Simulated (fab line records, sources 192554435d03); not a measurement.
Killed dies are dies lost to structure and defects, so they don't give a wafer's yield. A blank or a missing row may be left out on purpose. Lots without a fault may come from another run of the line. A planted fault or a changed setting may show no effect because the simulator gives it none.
Which tool did it? | flow n5_finfet | 12 lots, 36 wafers sampled, at 3 steps of a route of 1938

WHAT THE GAUGES READ, wafer by wafer
N5_PASSIVATION_CD_MEAS_30: target cd 4000 nm. Usual: cd_nm 3999.5 nm, standard deviation 1.6.
lot  | measured     | on        | cd_nm (nm)           | flag
L508 | day 12 04:05 | cd_sem-01 | 3998.2 3999.7 4000.5 |
L510 | day 12 13:53 | cd_sem-02 | 3997.5 3998.6 3999.4 |
L511 | day 12 14:29 | cd_sem-03 | 3995.2 3994.9 3998.4 |
L509 | day 12 20:04 | cd_sem-01 | 3996.4 3998.6 3999.8 |
L512 | day 12 21:05 | cd_sem-02 | 3997.5 3996.5 3997.9 |
L514 | day 13 16:10 | cd_sem-03 | 4000.3 3997.6 3998.5 |
L515 | day 13 19:42 | cd_sem-02 | 3998.8 3999.2 3999.4 |
L519 | day 14 19:23 | cd_sem-02 | 3999.9 4000.5 3997.9 |
L523 | day 15 14:32 | cd_sem-03 | 3997.5 4000.5 3999.5 |
L525 | day 16 13:26 | cd_sem-01 | 3999.3 3999.2 4000.5 |
L530 | day 17 11:40 | cd_sem-01 | 3999.0 3999.6 3997.6 |
L529 | day 18 00:29 | cd_sem-02 | 4001.2 4000.2 4000.9 |

WHICH TOOL RAN EACH LOT (tool, then ch and the chambers of the sampled wafers, then the start)
lot  | N5_BEOL_M13_STRIP_37                 | N5_PASSIVATION_SPUTTER_20
L508 | plasma_asher-01 ch 0,1, day 11 00:57 | pvd_sputter-02, day 12 03:23
L510 | plasma_asher-02 ch 0,1, day 11 08:59 | pvd_sputter-01, day 12 13:11
L511 | plasma_asher-02 ch 0,1, day 11 13:08 | pvd_sputter-03, day 12 13:55
L509 | plasma_asher-02 ch 0,1, day 11 14:11 | pvd_sputter-01, day 12 19:22
L512 | plasma_asher-02 ch 0,1, day 11 19:13 | pvd_sputter-02, day 12 20:31
L514 | plasma_asher-01 ch 0,1, day 12 17:14 | pvd_sputter-03, day 13 15:28
L515 | plasma_asher-01 ch 0,1, day 12 19:11 | pvd_sputter-03, day 13 18:59
L519 | plasma_asher-01 ch 0,1, day 13 20:29 | pvd_sputter-02, day 14 18:49
L523 | plasma_asher-02 ch 0, day 14 12:25   | pvd_sputter-01, day 15 13:58
L525 | plasma_asher-02 ch 0,1, day 15 09:57 | pvd_sputter-02, day 16 12:44
L530 | plasma_asher-01 ch 0,1, day 16 09:47 | pvd_sputter-03, day 17 10:59
L529 | plasma_asher-01 ch 0,1, day 16 21:26 | pvd_sputter-01, day 17 23:55
- N5_BEOL_M13_STRIP_37: strips in N2/H2.
- N5_PASSIVATION_SPUTTER_20: material TaN, target thk 50 nm.

WHAT THE TOOLS THEMSELVES READ (means of the sampled wafers that have a number; where no wafer has one, the mark that the record gives instead)
N5_BEOL_M13_STRIP_37. Usual: drypump_motor_current_A 5.6 A, standard deviation 0.6; heater_power_w 324 W, standard deviation 20; oes_product_au 0.784 a.u., standard deviation 0.01; temp_c 250.02 C, standard deviation 0.22.
lot  | tool            | drypump_motor_current_A (A) | heater_power_w (W) | oes_product_au (a.u.) | temp_c (C) | flag
L508 | plasma_asher-01 | 5.4                         | 320                | 0.795                 | 250.05     |
L510 | plasma_asher-02 | 5.8                         | 332                | 0.797                 | 249.78     |
L511 | plasma_asher-02 | 5.8                         | 335                | 0.790                 | 250.08     |
L509 | plasma_asher-02 | 5.8                         | 339                | 0.789                 | 249.99     |
L512 | plasma_asher-02 | 5.8                         | 334                | 0.786                 | 249.91     |
L514 | plasma_asher-01 | 5.0                         | 321                | 0.774                 | 249.90     |
L515 | plasma_asher-01 | 5.0                         | 319                | 0.782                 | 250.07     |
L519 | plasma_asher-01 | 5.4                         | 326                | 0.791                 | 249.91     |
L523 | plasma_asher-02 | 6.4                         | 300                | 0.791                 | 250.21     |
L525 | plasma_asher-02 | 6.1                         | 322                | 0.779                 | 250.14     |
L530 | plasma_asher-01 | 5.1                         | 317                | 0.779                 | 250.08     |
L529 | plasma_asher-01 | 5.0                         | 324                | 0.780                 | 250.05     |

N5_PASSIVATION_SPUTTER_20. Usual: throttle_valve_pct 29.8 %, standard deviation 1.
lot  | tool           | throttle_valve_pct (%) | flag
L508 | pvd_sputter-02 | 29.8                   |
L510 | pvd_sputter-01 | 30.5                   |
L511 | pvd_sputter-03 | 29.9                   |
L509 | pvd_sputter-01 | 30.4                   |
L512 | pvd_sputter-02 | 29.3                   |
L514 | pvd_sputter-03 | 29.8                   |
L515 | pvd_sputter-03 | 29.6                   |
L519 | pvd_sputter-02 | 28.6                   |
L523 | pvd_sputter-01 | 29.9                   |
L525 | pvd_sputter-02 | 29.6                   |
L530 | pvd_sputter-03 | 29.6                   |
L529 | pvd_sputter-01 | 30.2                   |

THE ANSWER, worked out from the rows above alone
Rule: a lot is off if the mean of its wafers that have a number lies more than 3 standard deviations from the usual mean. A lot without any number at a reading at which 4 lots or more have one is off too. The other lots that the step has rows for count as sound. The gauges are gone through in route order, then the tools' own readings, and for those a lot's mean is taken as printed above. The first step at which some lot is off is used, and at that step the reading that is off furthest; a lot without a number counts as furthest.
No lot is off at any reading shown: from this, nothing can be told.

WHAT THE SIMULATOR HAD PUT IN
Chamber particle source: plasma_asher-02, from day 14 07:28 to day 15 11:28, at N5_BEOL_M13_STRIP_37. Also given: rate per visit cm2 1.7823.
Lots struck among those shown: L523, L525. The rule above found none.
